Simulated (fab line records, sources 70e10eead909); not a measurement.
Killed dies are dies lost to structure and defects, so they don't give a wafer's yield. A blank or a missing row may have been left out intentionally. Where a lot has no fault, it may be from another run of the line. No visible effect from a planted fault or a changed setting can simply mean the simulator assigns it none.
Chamber matching ; flow nand harc ; NHARC_A_CHANNEL_FILL_D1_ALD_25 on ald hk-03: 4 sister chambers
The step deposits SiOx, target thk 60 nm, pulse time 10 s, ald cycles 600. 4 wafers are shown with their chamber, then 9 later ones without.

== WAFERS PAIRED WITH THEIR CHAMBERS ==
wafer;chamber;heater power w (W)
L085.6;3;422
L089.2;1;493
L089.3;0;460
L089.5;2;536

== WAFERS MISSING THEIR CHAMBER ==
wafer;heater power w (W)
L093.2;537
L093.3;462
L093.6;531
L096.1;536
L096.2;422
L096.3;492
L097.2;518
L097.3;478
L097.5;497

== WHICH CHAMBER EACH ONE RAN IN ==
wafer;from the rows above;in truth
L093.2;2;2
L093.3;0;0
L093.6;2;2
L096.1;2;2
L096.2;3;3
L096.3;1;1
L097.2;can't be placed: 2 or 1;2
L097.3;can't be placed: 1 or 0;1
L097.5;1;1
Placed correctly: 7 of 9. Can't be placed from these rows: 2 (the true chamber is among the candidates in 2). Placed wrongly: 0.
How it was worked out, from the rows above alone: a wafer's distance from a chamber is the root of the sum, over the readings, of the square of ((its reading less the chamber's mean) divided by the reading's scatter). If the next closest chamber is less than 2 further off than the closest, the wafer can't be placed; otherwise it belongs to the closest. The mean given for a chamber averages the wafers shown for that chamber. The scatter: root of mean squared gap, hidden wafer to nearest shown wafer, with one shown wafer a chamber.
